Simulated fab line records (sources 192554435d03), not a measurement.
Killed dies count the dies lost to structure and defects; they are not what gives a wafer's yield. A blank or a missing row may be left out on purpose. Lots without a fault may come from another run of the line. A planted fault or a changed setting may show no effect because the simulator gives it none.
Struck lot and sound lot, side by side + flow n5_finfet + 29 out of 1938 route steps
Sound: the wafers L510.3, L510.5, L510.6. The struck wafers were L528.3, L528.4, L528.5. The cause is named last.
Order at every step that has rows: each side's tool, ch and its chambers, its first start. Under that, the readings that differ: sound wafers + struck wafers + difference of the means + sigmas: that difference in standard deviations of wafers without a fault.
alike: readings whose means differ by less than 2 such deviations, and words and numbers that are the same on both sides. not compared: withheld readings, readings that some wafer has no value for, bounds like >300 that may hide the same value, and numbers for which the record gives no deviation and whose values overlap.
A row with sigmas, a row that says differs or no value, or rows on one side alone: a step with any of these is where the two part. Non-overlapping numbers with no deviation appear without sigmas and do not part them. A reading that every wafer of one side lacks parts them only if that side has two wafers or more.

first, 2 steps without rows for these wafers: N5_BEOL_M8_ETCH_72 (etches underlayer in N2/H2, target depth 6.5 nm, time 5.2 s); N5_BEOL_M8_ETCH_65 (etches SiARC in CF4, target depth 15.6 nm, time 26 s).
N5_BEOL_M8_ETCH_66: etches SOC in N2/H2, target depth 80 nm, overetch 16 nm, time 120 s.
  sound on rie_diel-05 ch 0,1,3, day 9 13:08; struck on rie_diel-05 ch 0,2,3, day 15 03:18
| reading               | sound          | struck         | difference | sigmas |
|-----------------------|----------------|----------------|------------|--------|
| oes_product_au (a.u.) | 0.55 0.54 0.52 | 0.70 0.68 0.68 | +0.15      | +2     |
  alike: drypump_motor_current_A, rf_vpp_V, showerhead_plenum_p_Torr, throttle_valve_pct
  not compared: rf_hours_counter_h
then, 2 steps without rows for these wafers: N5_BEOL_M8_STRIP_69 (strips in N2/H2); N5_BEOL_M8_STRIP_73 (strips in N2/H2).
N5_BEOL_M8_VIA_ETCH_34: etches SiCOH lowk in C4F6/O2, target depth 125.5 nm, time 50.5 s.
  sound on rie_diel-05 ch 0,1,3, day 9 13:14; struck on rie_diel-05 ch 0,2,3, day 15 03:24
| reading               | sound          | struck         | difference | sigmas |
|-----------------------|----------------|----------------|------------|--------|
| oes_product_au (a.u.) | 0.70 0.70 0.68 | 0.91 0.89 0.89 | +0.20      | +2     |
  alike: O2_flow_sccm, drypump_motor_current_A, rf_vpp_V, showerhead_plenum_p_Torr, throttle_valve_pct
  not compared: rf_hours_counter_h
then, 5 steps without rows for these wafers: N5_BEOL_M8_STRIP_76 (strips in C4F6/O2); N5_BEOL_M8_STRIP_36 (strips in N2/H2); N5_BEOL_M8_TRENCH_ETCH_37 (etches SiCOH lowk in C4F6/O2, target depth 93.478 nm, time 31.2 s); N5_BEOL_M8_ETCH_41 (etches SiCN in CH3F/O2, target depth 31.9 nm, time 57.8 s); N5_BEOL_M8_STRIP_80 (strips in N2/H2, time 10 s).
N5_BEOL_M8_OCD_MEAS_38:
  sound: ocd-02 at day 9 13:29; struck: ocd-01 at day 15 03:39
  alike: trench_depth_nm
N5_BEOL_M8_HM_STRIP_39: strips TiN in peroxide tin strip, target depth 25 nm, time 158 s.
  sound on wet_bench-03 ch 0,4,6, day 9 13:31; struck on wet_bench-03 ch 4,5,6, day 15 03:41
  no value came back on the struck wafers for bath_guard_temp_C (C), bath_heat_duty_pct (%); on the sound wafers bath_guard_temp_C (C) reads 49.4 49.7 49.6
| reading                                    | sound | struck       | difference | sigmas |
|--------------------------------------------|-------|--------------|------------|--------|
| model.TiN_of_BEOL_M8_HM_DEP_02.thk_nm (nm) | 0 0 0 | 17 17.4 17.2 | +17        |        |
then, 1 step without rows for these wafers: N5_BEOL_M8_SRD_40 (time 30 s).
N5_BEOL_M8_PRECLEAN_42: cleans in residue remover, time 60 s.
  sound on wet_bench-03 ch 0,4,6, day 9 13:35; struck on wet_bench-03 ch 4,5,6, day 15 03:44
| reading                                    | sound | struck    | difference | sigmas |
|--------------------------------------------|-------|-----------|------------|--------|
| model.TiN_of_BEOL_M8_HM_DEP_02.thk_nm (nm) | 0 0 0 | 6 6.4 6.2 | +6         |        |
then, 1 step without rows for these wafers: N5_BEOL_M8_SRD_43 (time 30 s).
N5_BEOL_M8_CD_MEAS_35: target cd 40 nm.
  sound: cd_sem-01 at day 9 13:38; struck: cd_sem-02 at day 15 03:48
  alike: cd_nm
N5_BEOL_M8_CURE_75: cures SiCOH lowk, time 120 s.
  sound on uv_cure-02 ch 0, day 9 13:46; struck on uv_cure-02 ch 1, day 15 03:59
  alike: lamp_power_pct, wafer_temp_C_max
then, 2 steps without rows for these wafers: N5_BEOL_M8_DEGAS_44 (time 60 s); N5_BEOL_M8_PRE_CLEAN_45 (time 30 s).
N5_BEOL_M8_ALD_77: deposits TaN, target thk 2 nm, pulse time 2 s, purge time 3 s.
  sound on ald_metal-02 ch 0,1,2, day 9 14:13; struck on ald_metal-03 ch 0,2, day 15 05:02
  alike: heater_power_w
then, 2 steps without rows for these wafers: N5_BEOL_M8_SURFACE_TREAT_79; N5_BEOL_M8_CVD_78 (deposits Co from CCTBA/H2, target thk 2 nm, time 142.3 s).
N5_BEOL_M8_SPUTTER_48: material Cu, target thk 10 nm, time 1.667 s.
  sound: pvd_sputter-03 at day 9 14:49; struck: pvd_sputter-02 at day 15 05:44
  alike: bias_v, throttle_valve_pct
then, 2 steps without rows for these wafers: N5_BEOL_M8_ECD_50 (material Cu, target thk 300 nm); N5_BEOL_M8_ANNEAL_51 (time 90 s).
N5_BEOL_M8_CMP_52: polishes, stops on SiCOH lowk, t overpolish 6.9 s, target thk 80 nm.
  sound on cmp-02 ch 0,1,2, day 9 15:29; struck on cmp-01 ch 0,2,3, day 15 06:23
| reading                      | sound          | struck         | difference | sigmas |
|------------------------------|----------------|----------------|------------|--------|
| barrier_field_endpoint_s (s) | 29.2 30.9 29.2 | 38.0 37.7 37.8 | +8.1       | +11    |
  alike: motor_current_A, slurry_filter_dp_kPa
N5_BEOL_M8_THK_MEAS_53: measures by xrf.
  sound: film_metro-01 at day 9 15:40; struck: film_metro-01 at day 15 06:37
  alike: M8_THK
-- a jump in the record: the struck wafers' starts before and after are 3 days apart (it breaks off in module BEOL_M8 and resumes in module PASSIVATION, where the first step shown is number 1936 of the route) --
N5_PASSIVATION_PROBE_49:
  sound: prober-01 at day 12 06:37; struck: prober-02 at day 18 01:44
| reading            | sound    | struck   | difference | sigmas |
|--------------------|----------|----------|------------|--------|
| killed_at_M0_to_M3 | 38 26 27 | 78 42 66 | +32        | +3     |
  alike: defect_limited_yield, killed_at_M4_up, killed_at_contacts, killed_at_front_end, killed_at_other, killed_dies, killed_open, killed_short, sort_bin_5_function, sort_bin_6_memory, sort_n_pass, sort_yield_pct

## WHERE THEY PART
Last at N5_PASSIVATION_PROBE_49 as far as this record goes, first at N5_BEOL_M8_ETCH_66.

WHY: the cause the simulator had injected
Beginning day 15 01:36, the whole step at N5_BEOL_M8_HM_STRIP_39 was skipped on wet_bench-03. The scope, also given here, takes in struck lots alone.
